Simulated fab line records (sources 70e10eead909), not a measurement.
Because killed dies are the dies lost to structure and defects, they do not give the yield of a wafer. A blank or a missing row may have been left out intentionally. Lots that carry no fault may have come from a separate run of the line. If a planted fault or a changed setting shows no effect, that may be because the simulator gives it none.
fab line records	flow nandHarc
record: lots: 5	wafers: 15	lastDay: 31
route steps=1302 shown A_BLC@1118 A_M0@1137 END@1302
lots that met no fault: taken from a fault-free run of the same line
startH: hours from the record's opening day to when the first of the lot's shown wafers began	waitH: how many hours have passed since the lot's step before this one	" the same as in the row above	L1.1+2: one row covering several wafers at once	- no value present, or no start provided	* or withheld: withheld	< > ~ a bound
route shown NAME@n: NAME is a module with steps in the file, n the number in the route of the first one	usual: the fault-free wafers' mean and standard deviation	same: alike in all rows	chamber/n: place in a boat	sites: readings site by site	_std_site: how widely they spread, as a standard deviation	_edge_site: the outer-site mean with the inner-site mean subtracted	radiusMm: for every site, how far away it sits from the centre of the wafer	mask NAME#n: copy n	behind: the last tool/chamber to shape the wafer	hold: the reason the lot was held/the length of the hold in hours/how it ended	device: which transistor (n, p or np) failed to switch	end of line: tests of these same wafers at the route's end	a step without rows: its recipe alone	killed: dies lost to structure and defects at the first sort, not the wafer's yield	map: a wafer's dies, x killed, . not, _ none there
set.NAME: setting as actually run; set.NAME@STEP: the setting as run at that earlier step	model.NAME: the simulator's own value behind a step, which no gauge read
lots at some steps of the route; a table a step, a row a wafer
services: the hour from which a tool's chamber was out of use, counted from the record's first day as startH (under 0 if before that day), plus the number of hours and why
== steps ==
step: NHARC_A_BLC_OVL_MEAS_11
usual: overlayXNm: 0.1/0.8	overlayYNm: 0.0/0.69
lot.wafer	tool	chamber	startH	waitH	overlayXNm	overlayYNm
L693.1	overlay-01	-	538.26	-	-0.4	0.2
L693.4	"	-	"	"	-0.3	0.0
L693.5	"	-	"	"	-0.1	-0.1
L699.2	overlay-02	-	613.34	-	1.1	-0.6
L699.3	"	-	"	"	1.6	-0.7
L699.6	"	-	"	"	1.6	-0.3
L700.4	overlay-02	-	619.24	-	-0.5	0.1
L700.5	"	-	"	"	-0.3	0.0
L700.6	"	-	"	"	0.0	-0.1
L706.2	overlay-02	-	665.25	-	0.1	0.3
L706.5	"	-	"	"	-0.7	0.5
L706.6	"	-	"	"	0.0	0.9
L710.1	overlay-02	-	690.48	-	1.7	0.7
L710.3	"	-	"	"	1.3	0.9
L710.4	"	-	"	"	1.9	0.8
step: NHARC_A_BLC_INSPECT_12
usual: rawDefectCount: 83/46
lot.wafer	tool	chamber	startH	waitH	rawDefectCount
L693.1	defectInspect-02	-	538.30	0.0	17
L693.4	"	-	"	"	27
L693.5	"	-	"	"	20
L699.2	defectInspect-02	-	613.38	0.0	26
L699.3	"	-	"	"	27
L699.6	"	-	"	"	38
L700.4	defectInspect-02	-	619.28	0.0	131
L700.5	"	-	"	"	122
L700.6	"	-	"	"	121
L706.2	defectInspect-02	-	665.29	0.0	29
L706.5	"	-	"	"	33
L706.6	"	-	"	"	28
L710.1	defectInspect-02	-	690.51	0.0	168
L710.3	"	-	"	"	136
L710.4	"	-	"	"	180
step: NHARC_A_BLC_DESCUM_15
recipe: timeS: 3	o2FlowSccm: 200	arFlowSccm: 0	biasPowerW: 0	chemistry: O2
usual: chamberPressureMTorr: 60.00/0.047	drypumpMotorCurrentA: 5.6/0.34	oesProductAu: 1.002/0.0081	rfVppV: 57.7/0.87	showerheadPlenumPTorr: 1.90/0.08	throttleValvePct: 11.312/0.009
lot.wafer	tool	chamber	startH	waitH	chamberPressureMTorr	drypumpMotorCurrentA	oesProductAu	rfHoursCounterH	rfVppV	showerheadPlenumPTorr	throttleValvePct
L693.1	rieDiel-09	0	538.38	0.1	59.94	5.9	1.010	2	56.7	2.04	11.295
L693.4	"	1	"	"	59.96	5.5	1.009	2	58.2	1.79	11.304
L693.5	"	3	"	"	59.96	5.2	1.001	-	58.6	1.92	11.310
L699.3	rieDiel-02	1	613.45	0.1	59.98	5.6	1.002	2	58.2	1.96	11.297
L699.2	"	3	"	"	60.04	5.8	1.007	2	57.1	1.92	11.294
L699.6	"	1	"	"	59.96	5.6	1.007	-	58.2	1.96	11.320
L700.4	rieDiel-02	0	619.34	0.1	60.00	5.7	1.005	2	58.3	1.85	11.310
L700.6	"	0	"	"	59.99	5.7	0.999	-	57.1	1.85	11.314
L700.5	"	1	"	"	60.00	5.6	1.007	-	57.9	1.96	11.303
L706.2	rieDiel-02	0	665.38	0.1	60.07	5.7	1.000	6	56.6	1.85	11.315
L706.5	"	1	"	"	60.07	5.6	0.998	-	59.4	1.95	11.311
L706.6	"	2	"	"	60.05	5.0	1.002	-	57.0	1.78	11.323
L710.1	rieDiel-09	2	690.58	0.1	59.99	5.9	0.992	1	57.1	1.95	11.306
L710.3	"	3	"	"	59.97	5.2	0.993	1	58.9	1.91	11.310
L710.4	"	0	"	"	59.99	5.9	1.000	-	59.2	2.04	11.311
step: NHARC_A_BLC_ETCH_16
recipe: targetDepthA: 390	overEtchFrac: 0.3	timeS: 65	ionEnergyEv: 80	cf4FlowSccm: 150	arFlowSccm: 0	rfW: 300	biasW: 100	chemistry: CF4
usual: chamberPressureMTorr: 50.00/0.051	drypumpMotorCurrentA: 5.6/0.34	oesProductAu: 1.003/0.0079	rfVppV: 151.2/1.3	showerheadPlenumPTorr: 1.76/0.072	throttleValvePct: 13.283/0.0095
lot.wafer	tool	chamber	startH	waitH	chamberPressureMTorr	drypumpMotorCurrentA	oesProductAu	rfHoursCounterH	rfVppV	showerheadPlenumPTorr	throttleValvePct
L693.4	rieDiel-09	1	538.46	0.1	49.98	5.4	1.005	3	150.0	1.66	13.272
L693.1	"	2	"	"	49.98	5.9	1.014	3	152.0	1.81	13.266
L693.5	"	0	"	"	49.96	5.9	0.999	-	153.1	1.88	13.291
L699.3	rieDiel-02	3	613.53	0.1	50.00	5.7	1.003	2	150.8	1.78	13.284
L699.2	"	1	"	"	50.00	5.6	0.998	2	151.9	1.81	13.289
L699.6	"	2	"	"	49.99	5.0	1.000	-	150.3	1.66	13.279
L700.4	rieDiel-02	3	619.42	0.1	50.03	5.8	0.998	2	150.4	1.78	13.286
L700.6	"	3	"	"	49.95	5.8	1.004	-	152.6	1.78	13.308
L700.5	"	0	"	"	49.96	5.7	1.011	-	150.2	1.71	13.290
L706.2	rieDiel-02	2	665.44	0.1	49.96	5.1	1.000	6	149.3	1.66	13.296
L706.5	"	1	"	"	50.00	5.7	0.987	-	152.3	1.80	13.279
L706.6	"	2	"	"	49.99	5.0	1.005	-	148.8	1.66	13.291
L710.3	rieDiel-09	3	690.68	0.1	49.95	5.2	1.004	1	151.4	1.77	13.293
L710.1	"	0	"	"	50.01	6.0	1.007	1	152.9	1.88	13.271
L710.4	"	3	"	"	50.04	5.2	0.990	-	150.7	1.77	13.295
step: NHARC_A_BLC_ETCH_17
recipe: targetDepthA: 3900	overEtchFrac: 0.25	timeS: 609.38	ionEnergyEv: 200	n2FlowSccm: 150	h2FlowSccm: 150	arFlowSccm: 0	rfW: 400	biasW: 150	chemistry: N2/H2
step: NHARC_A_BLC_ETCH_18
recipe: targetDepthA: 9100	c4f8FlowSccm: 20	o2FlowSccm: 10	arFlowSccm: withheld	rfW: 600	biasW: 1500	chemistry: C4F8/O2/Ar
step: NHARC_A_BLC_CD_MEAS_19
usual: cdNm: 99.3/1.7
lot.wafer	tool	chamber	startH	waitH	cdNm
L693.1	cdSem-01	-	539.32	-	102.2
L693.4	"	-	"	"	98.6
L693.5	"	-	"	"	99.5
L699.2	cdSem-01	-	614.40	-	99.0
L699.3	"	-	"	"	98.9
L699.6	"	-	"	"	97.8
L700.4	cdSem-03	-	620.32	-	100.0
L700.5	"	-	"	"	97.0
L700.6	"	-	"	"	97.8
L706.2	cdSem-03	-	666.32	-	98.3
L706.5	"	-	"	"	98.3
L706.6	"	-	"	"	98.3
L710.1	cdSem-02	-	691.72	-	97.4
L710.3	"	-	"	"	101.8
L710.4	"	-	"	"	100.1
step: NHARC_A_BLC_STRIP_29
recipe: cf4FlowSccm: 150	arFlowSccm: 0	biasW: 0	chemistry: CF4
usual: chamberPressureMTorr: 50.00/0.04	drypumpMotorCurrentA: 5.6/0.34	oesProductAu: 1.004/0.0086	rfVppV: 59.4/0.92	showerheadPlenumPTorr: 1.77/0.069	throttleValvePct: 13.284/0.0086
lot.wafer	tool	chamber	startH	waitH	chamberPressureMTorr	drypumpMotorCurrentA	oesProductAu	rfHoursCounterH	rfVppV	showerheadPlenumPTorr	throttleValvePct
L693.1	rieDiel-02	0	539.41	0.1	50.05	5.7	1.011	11	57.7	1.71	13.297
L693.5	"	2	"	"	49.99	5.0	1.000	-	60.3	1.66	13.298
L693.4	"	3	"	"	49.97	5.7	0.989	-	59.1	1.78	13.300
L699.3	rieDiel-09	2	614.47	0.1	50.02	5.9	1.012	10	59.1	1.81	13.283
L699.2	"	1	"	"	49.99	5.4	1.021	9	58.3	1.66	13.281
L699.6	"	2	"	"	50.01	5.8	1.010	-	58.3	1.81	13.290
L700.4	rieDiel-09	1	620.39	0.1	50.04	5.4	1.021	9	57.0	1.66	13.277
L700.5	"	0	"	"	49.92	5.9	1.009	-	59.7	1.88	13.297
L700.6	"	1	"	"	50.05	5.4	1.018	-	57.9	1.66	13.282
L706.2	rieDiel-09	1	666.43	0.1	49.99	5.4	1.008	12	58.8	1.66	13.285
L706.6	"	2	"	"	49.98	5.8	1.012	-	60.1	1.80	13.275
L706.5	"	3	"	"	50.03	5.2	1.015	-	57.9	1.77	13.285
L710.3	rieDiel-09	2	691.80	0.1	50.09	5.9	0.996	2	60.1	1.80	13.291
L710.1	"	3	"	"	49.99	5.2	1.007	2	60.0	1.77	13.284
L710.4	"	3	"	"	49.94	5.2	1.003	-	59.1	1.77	13.291
step: NHARC_A_BLC_STRIP_21
recipe: o2FlowSccm: 500	arFlowSccm: 0	biasW: 0	chemistry: O2
usual: chamberPressureMTorr: 60.00/0.054	drypumpMotorCurrentA: 5.6/0.35	oesProductAu: 1.004/0.0075	rfVppV: 57.6/0.9	showerheadPlenumPTorr: 3.52/0.15	throttleValvePct: 17.037/0.0093
lot.wafer	tool	chamber	startH	waitH	chamberPressureMTorr	drypumpMotorCurrentA	oesProductAu	rfHoursCounterH	rfVppV	showerheadPlenumPTorr	throttleValvePct
L693.1	rieDiel-02	2	539.56	0.1	59.99	5.0	0.994	11	57.1	3.31	17.030
L693.5	"	3	"	"	60.06	5.8	0.993	-	57.9	3.55	17.026
L693.4	"	2	"	"	59.93	5.0	1.006	-	57.5	3.31	17.025
L699.3	rieDiel-09	1	614.58	0.1	60.00	5.5	1.012	9	56.6	3.32	17.037
L699.2	"	3	"	"	59.92	5.2	1.000	9	57.9	3.53	17.038
L699.6	"	2	"	"	59.95	5.8	1.005	-	57.4	3.60	17.042
L700.4	rieDiel-09	2	620.49	0.1	59.92	5.9	0.998	10	56.9	3.60	17.032
L700.5	"	2	"	"	60.04	5.9	1.013	-	58.4	3.60	17.027
L700.6	"	3	"	"	60.02	5.3	0.998	-	56.2	3.53	17.059
L706.2	rieDiel-09	1	666.50	0.1	60.06	5.4	1.016	12	57.0	3.31	17.035
L706.6	"	1	"	"	59.89	5.5	1.022	-	58.8	3.31	17.036
L706.5	"	2	"	"	60.07	5.8	1.007	-	57.9	3.60	17.039
L710.3	rieDiel-09	3	691.94	0.1	60.04	5.3	1.001	2	56.9	3.52	17.032
L710.1	"	0	"	"	60.01	5.9	1.008	2	57.4	3.74	17.036
L710.4	"	2	"	"	59.92	5.8	0.998	-	58.2	3.60	17.046
step: NHARC_A_BLC_STRIP_22
recipe: timeS: 600	tempC: 30	chemistry: postEtchResidueRemover
step: NHARC_A_BLC_DEGAS_30
recipe: tempC: 300	timeS: 60
step: NHARC_A_BLC_PRE_CLEAN_31
recipe: timeS: 15	biasV: 250	gas: Ar
step: NHARC_A_BLC_PVD_32
recipe: targetThkA: 50	chamberPressurePa: 5	powerW: 5000	substrateTempC: 200	timeS: 17.7	material: Ti
usual: throttleValvePct: 30.3/1.4
lot.wafer	tool	chamber	startH	waitH	throttleValvePct
L693.1	pvdSputter-02	-	540.15	-	32.4
L693.4	"	-	"	"	29.7
L693.5	"	-	"	"	28.1
L699.3	pvdSputter-02	-	615.14	-	32.2
L699.2	"	-	"	"	31.0
L699.6	"	-	"	"	27.9
L700.4	pvdSputter-01	-	621.14	-	32.9
L700.6	"	-	"	"	31.4
L700.5	"	-	"	"	31.2
L706.2	pvdSputter-02	-	667.05	-	28.6
L706.6	"	-	"	"	28.8
L706.5	"	-	"	"	31.9
L710.3	pvdSputter-01	-	692.50	-	31.1
L710.4	"	-	"	"	31.0
L710.1	"	-	"	"	32.7
step: NHARC_A_BLC_ALD_23
recipe: targetThkA: 30	pulseTimeS: 1	aldCycles: 150	tempC: 450	material: TiN
step: NHARC_A_BLC_CVD_24
recipe: targetThkA: 1500	tempC: 300	pressureTorr: 40	wf6FlowSccm: 40	h2FlowSccm: 1600	arFlowSccm: 1560	timeS: 434	material: W
step: NHARC_A_BLC_CMP_25
recipe: tOverpolishS: 30	targetThkNm: 150
step: NHARC_A_BLC_SRD_27
step: NHARC_A_M0_DEP_00
recipe: targetThkA: 1500	targetThkNm: 150	tempC: withheld	pressureTorr: 5	flowSccm: 200	rfW: 600	material: SiOC
step: NHARC_A_M0_DEHYDRATE_01
recipe: tempC: 150	timeS: 120
step: NHARC_A_M0_HMDS_02
recipe: timeS: 30
step: NHARC_A_M0_COAT_33
recipe: tempC: 200	timeS: 65
step: NHARC_A_M0_COAT_03
recipe: spinRpm: 1500	resistThkNm: 90
step: NHARC_A_M0_SOFTBAKE_04
recipe: tempC: 105	timeS: 55
step: NHARC_A_M0_EBR_05
step: NHARC_A_M0_EXPOSE_06
recipe: na: 1.35	targetCdNm: 80	doseMj: 83.25	maskId: A_M0
step: NHARC_A_M0_PEB_07
recipe: pebTempC: 100	pebTimeS: 65
step: NHARC_A_M0_DEVELOP_08
recipe: developTimeS: 35	devTempC: 23
step: NHARC_A_M0_CD_MEAS_09
recipe: targetCdNm: 80	landingEnergyEv: 500
usual: cdNm: 80.0/0.48
lot.wafer	tool	chamber	startH	waitH	cdNm
L693.1	cdSem-01	0	542.35	-	79.6
L693.4	"	0	"	"	79.9
L693.5	"	0	"	"	80.1
L699.2	cdSem-01	0	617.19	-	79.7
L699.3	"	0	"	"	79.4
L699.6	"	0	"	"	79.7
L700.4	cdSem-02	0	623.27	-	80.5
L700.5	"	0	"	"	79.7
L700.6	"	0	"	"	80.6
L706.2	cdSem-03	0	669.07	-	79.4
L706.5	"	0	"	"	80.1
L706.6	"	0	"	"	79.6
L710.1	cdSem-01	0	694.51	-	78.8
L710.3	"	0	"	"	80.1
L710.4	"	0	"	"	80.0
step: NHARC_A_M0_OVL_MEAS_10
recipe: pitchNm: 160
usual: overlayXNm: 0.2/0.69	overlayYNm: 0.0/0.87
lot.wafer	tool	chamber	startH	waitH	overlayXNm	overlayYNm
L693.1	overlay-02	-	542.44	-	0.0	-0.3
L693.4	"	-	"	"	0.1	-0.3
L693.5	"	-	"	"	-0.3	-0.1
L699.2	overlay-01	-	617.27	-	0.0	-0.5
L699.3	"	-	"	"	0.2	-0.7
L699.6	"	-	"	"	-0.5	0.0
L700.4	overlay-02	-	623.35	-	0.2	-2.2
L700.5	"	-	"	"	0.4	-1.2
L700.6	"	-	"	"	0.1	-1.8
L706.2	overlay-01	-	669.15	-	1.4	-0.3
L706.5	"	-	"	"	1.3	-0.4
L706.6	"	-	"	"	1.2	0.0
L710.1	overlay-01	-	694.59	-	0.1	0.3
L710.3	"	-	"	"	0.1	-0.4
L710.4	"	-	"	"	0.1	-0.1
step: NHARC_A_M0_DESCUM_14
recipe: timeS: 3	o2FlowSccm: 200	arFlowSccm: 0	biasPowerW: 0	chemistry: O2
step: NHARC_A_M0_ETCH_34
recipe: targetDepthA: 400	overetchA: 120	timeS: 43.94	ionEnergyEv: 200	n2FlowSccm: 150	h2FlowSccm: 150	arFlowSccm: 0	rfW: 400	biasW: 150	chemistry: N2/H2
step: NHARC_A_M0_ETCH_15
recipe: targetDepthA: 1500	overetchA: 150	timeS: 82.5	c4f8FlowSccm: withheld	arFlowSccm: 400	rfW: 600	biasW: 300	chemistry: C4F8/Ar
step: NHARC_A_M0_CD_MEAS_16
usual: cdNm: 79.9/0.61
lot.wafer	tool	chamber	startH	waitH	cdNm
L693.1	cdSem-01	-	542.83	-	79.7
L693.4	"	-	"	"	80.6
L693.5	"	-	"	"	79.3
L699.2	cdSem-03	-	617.67	-	79.8
L699.3	"	-	"	"	80.5
L699.6	"	-	"	"	79.4
L700.4	cdSem-02	-	623.76	-	80.6
L700.5	"	-	"	"	79.9
L700.6	"	-	"	"	80.7
L706.2	cdSem-03	-	669.55	-	79.7
L706.5	"	-	"	"	79.9
L706.6	"	-	"	"	79.5
L710.1	cdSem-01	-	694.99	-	78.4
L710.3	"	-	"	"	80.2
L710.4	"	-	"	"	80.5
step: NHARC_A_M0_STRIP_18
recipe: powerW: 1000	n2FlowSccm: 150	h2FlowSccm: 150	arFlowSccm: 0	biasW: 0	chemistry: N2/H2
step: NHARC_A_M0_STRIP_19
recipe: timeS: 600	tempC: 30	chemistry: postEtchResidueRemover
step: NHARC_A_M0_DEGAS_28
recipe: tempC: 250	timeS: 60
step: NHARC_A_M0_PRE_CLEAN_29
recipe: timeS: 30	tempC: 280	gas: H2/He
step: NHARC_A_M0_PVD_20
recipe: targetThkA: 50	biasV: 168.6	powerW: 15000	chamberPressurePa: 0.12	timeS: 8.06	substrateTempC: 50	material: TaN
step: NHARC_A_M0_PVD_21
recipe: targetThkA: 300	chamberPressurePa: 5	powerW: 5000	substrateTempC: 30	timeS: 20.49	material: Cu
usual: throttleValvePct: 30.4/1.4
lot.wafer	tool	chamber	startH	waitH	throttleValvePct
L693.1	pvdSputter-02	-	-	-	31.2
L693.4	"	-	"	"	32.4
L693.5	"	-	"	"	27.9
L699.3	pvdSputter-01	-	-	-	31.4
L699.2	"	-	"	"	30.9
L699.6	"	-	"	"	31.2
L700.4	pvdSputter-02	-	-	-	30.1
L700.6	"	-	"	"	32.5
L700.5	"	-	"	"	29.6
L706.2	pvdSputter-02	-	-	-	28.7
L706.5	"	-	"	"	31.7
L706.6	"	-	"	"	30.0
L710.3	pvdSputter-01	-	-	-	28.9
L710.4	"	-	"	"	31.2
L710.1	"	-	"	"	32.7
step: NHARC_END_SORT_01
recipe: tempC: 25
usual: killedAtArray: 57/24	killedAtOther: 0.7/0.94	killedAtPeriphery: 3.8/2.5	killedDies: 62/23	killedOpen: 3.1/1.8	killedShort: 2.5/1.6
same: grossDies: 677
lot.wafer	tool	chamber	startH	waitH	killedAtArray	killedAtOther	killedAtPeriphery	killedDies	killedOpen	killedShort
L700.4	prober-02	0	667.81	3.4	80	1	4	85	4	2
L700.5	prober-02	0	668.62	3.7	82	0	3	85	2	3
L700.6	prober-02	0	669.43	4.0	73	0	2	75	4	2
L706.2	prober-02	0	713.18	2.8	136	0	4	140	1	4
L706.6	prober-02	0	716.42	4.1	135	2	5	142	5	3
L710.1	prober-01	0	733.31	2.5	78	0	2	80	3	1
L710.3	prober-01	0	734.93	3.1	94	3	0	97	2	1
L710.4	prober-01	0	735.74	3.4	90	0	1	91	5	3
killed by level:class
L700.4 A_SLIT:chamberFilmFlake=34 A_CHANNEL_HOLE_D1:chamberFilmFlake=32 A_WL_FILL:chamberFilmFlake=3 A_CHANNEL_HOLE_D2:unspecified=2 A_ONON_D1:geometricParticle:open=1 A_ONON_D2:geometricParticle:open=1 A_SGD_CUT:geometricParticle:short=1 A_WL_FILL:geometricParticle:open=1
L700.5 A_CHANNEL_HOLE_D1:chamberFilmFlake=38 A_SLIT:chamberFilmFlake=30 A_CONTACT:chamberFilmFlake=3 A_ZERO_WELL:chamberFilmFlake=2 A_CHANNEL_HOLE_D2:chamberFilmFlake=2 A_CHANNEL_FILL_D1:geometricParticle:open=1 A_CHANNEL_FILL_D1:geometricParticle:short=1 A_ONON_D2:geometricParticle:short=1
L700.6 A_SLIT:chamberFilmFlake=38 A_CHANNEL_HOLE_D1:chamberFilmFlake=20 A_WL_FILL:chamberFilmFlake=4 P_CONTACT:geometricParticle:open=2 A_CONTACT:chamberFilmFlake=2 A_CHANNEL_HOLE_D2:chamberFilmFlake=2 A_CHANNEL_HOLE_D2:geometricParticle:short=1 A_CONTACT:geometricParticle:short=1
L706.2 A_BLC:unspecified=110 A_CHANNEL_HOLE_D1:chamberFilmFlake=10 A_SLIT:chamberFilmFlake=6 A_CONTACT:chamberFilmFlake=5 P_GATE:chamberFilmFlake=2 P_M0:geometricParticle:short=1 A_ONON_D1:geometricParticle:open=1 A_CHANNEL_FILL_D1:geometricParticle:short=1
L706.6 A_BLC:unspecified=107 A_CHANNEL_HOLE_D1:chamberFilmFlake=8 A_STAIRCASE:chamberFilmFlake=5 P_GATE:chamberFilmFlake=4 A_CONTACT:chamberFilmFlake=4 A_WL_FILL:chamberFilmFlake=2 THIN_TSV:chamberFilmFlake=2 P_M1:geometricParticle:open=1
L710.1 A_CHANNEL_HOLE_D1:chamberFilmFlake=24 A_CHANNEL_HOLE_D2:chamberFilmFlake=21 A_SLIT:chamberFilmFlake=16 A_CONTACT:chamberFilmFlake=8 A_WL_FILL:chamberFilmFlake=3 A_STAIRCASE:chamberFilmFlake=2 P_CONTACT:geometricParticle:short=1 P_CONTACT:geometricParticle:open=1
L710.3 A_CHANNEL_HOLE_D1:chamberFilmFlake=36 A_SLIT:chamberFilmFlake=29 A_CHANNEL_HOLE_D2:chamberFilmFlake=11 A_CONTACT:chamberFilmFlake=6 A_ZERO_WELL:chamberFilmFlake=2 A_CHANNEL_FILL_D2:chamberFilmFlake=2 A_STAIRCASE:chamberFilmFlake=2 A_WL_FILL:chamberFilmFlake=2
L710.4 A_SLIT:chamberFilmFlake=30 A_CHANNEL_HOLE_D1:chamberFilmFlake=24 A_CHANNEL_HOLE_D2:chamberFilmFlake=12 A_CONTACT:chamberFilmFlake=8 A_DECK1_JOINT:chamberFilmFlake=3 A_STAIRCASE:chamberFilmFlake=3 A_CHANNEL_FILL_D2:chamberFilmFlake=2 P_M0:geometricParticle:open=1
map L706.6 (x killed, . not)
____________.____________
_________......._________
_______..........._______
______.........xxx.______
_____..........xx..._____
____...........x.....____
____.................____
___............x......___
___............xx.....___
__........x..x.........__
__.....x........x......__
_...............x..x...._
_.x.....x.....x........._
_....x..x..........x...._
_....xxxxxx..x.........._
_x...xxxxxxxx..........._
....xxxxxxxx............x
....xxxxxxxx.............
...xxxxxxxxxxx...........
....xxxxxxxx..x..........
.x.xxxxxxxxx.x...........
_.x.xxxxxxxxxx.........._
_.xxxxxxxxxxx..........._
_...xxxxxxxxx..........._
_..xx.xxxxx........x...._
_.x..xxxxx.x............_
__...xx.xxx............__
__.......x.............__
___...x.x...x.........___
___...............x...___
____.................____
____......x..........____
_____..............._____
______.............______
_______..........._______
_________......._________
____________.____________
map L693.5 (x killed, . not)
____________.____________
_________xx.x..._________
_______..........._______
______.............______
_____.........x....._____
____.........x.......____
____....x.....x..x...____
___..x................___
___.x................x___
__...........x..x......__
__.......x.............__
_............xxx........_
_......x...x..x..x......_
_...............x......._
_..........x............_
_............x.........._
.........................
.........................
..........x..............
....................x....
........x................
_......................._
_......................._
_......................._
_....x..x..............._
_......................._
__..........x..........__
__.........x...........__
___...................___
___...................___
____.................____
____........x........____
_____..............._____
______.............______
_______..........._______
_________......._________
____________.____________
== services ==
tool	chamber	startH	hours	kind
rieDiel-09	0	530.68	-	clean
rieDiel-09	1	530.68	-	clean
rieDiel-09	2	530.68	-	clean
rieDiel-09	3	530.68	-	clean
rieDiel-02	1	539.04	27.3	repair
pvdSputter-02	-	550.72	7.4	repair
rieDiel-09	0	555.18	-	clean
rieDiel-09	1	555.18	-	clean
rieDiel-09	2	555.18	-	clean
rieDiel-09	3	555.18	-	clean
rieDiel-02	-	570.88	9.0	pm
rieDiel-09	0	579.68	-	clean
rieDiel-09	1	579.68	-	clean
rieDiel-09	2	579.68	-	clean
rieDiel-09	3	579.68	-	clean
pvdSputter-01	-	582.28	10.0	pm
rieDiel-02	3	625.92	10.3	repair
rieDiel-02	3	637.37	7.6	repair
pvdSputter-02	-	638.02	10.0	pm
rieDiel-09	0	648.35	3.2	repair
pvdSputter-02	-	652.07	4.9	repair
rieDiel-02	-	672.46	0.3	repair
rieDiel-09	-	674.18	9.0	pm
rieDiel-09	1	690.52	30.6	repair
== key ==
firstSign: step: NHARC_END_SORT_01	reading: killedDies	direction: up	sigmas: 3.4	usual: 62	struck: 141
effect: step: NHARC_END_SORT_01	reading: killedAtArray	direction: up	sigmas: 3.3	usual: 57	struck: 136
moreKillsBornAt: NHARC_A_BLC_PVD_32@pvdSputter-02: 217
metAt NHARC_A_BLC_PVD_32
struckWafers L706.2,L706.6
testerLeftOut L706
onsetBetween 615.14 667.05
fault: kind: chamberParticleSource	tool: pvdSputter-02	chamber: -	onsetH: 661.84	steps: NHARC_A_BLC_PVD_32	ratePerVisitCm2: 2.1778	endH: 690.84	scope: struckWafersOnly
testerLeftOut: of these lots the tester's yield and bins aren't shown, on N5 and GAA mostly nor the transistor test; their killed dies are dies lost to structure and defects alone, not to doping, threshold or leakage, so they don't give the yield
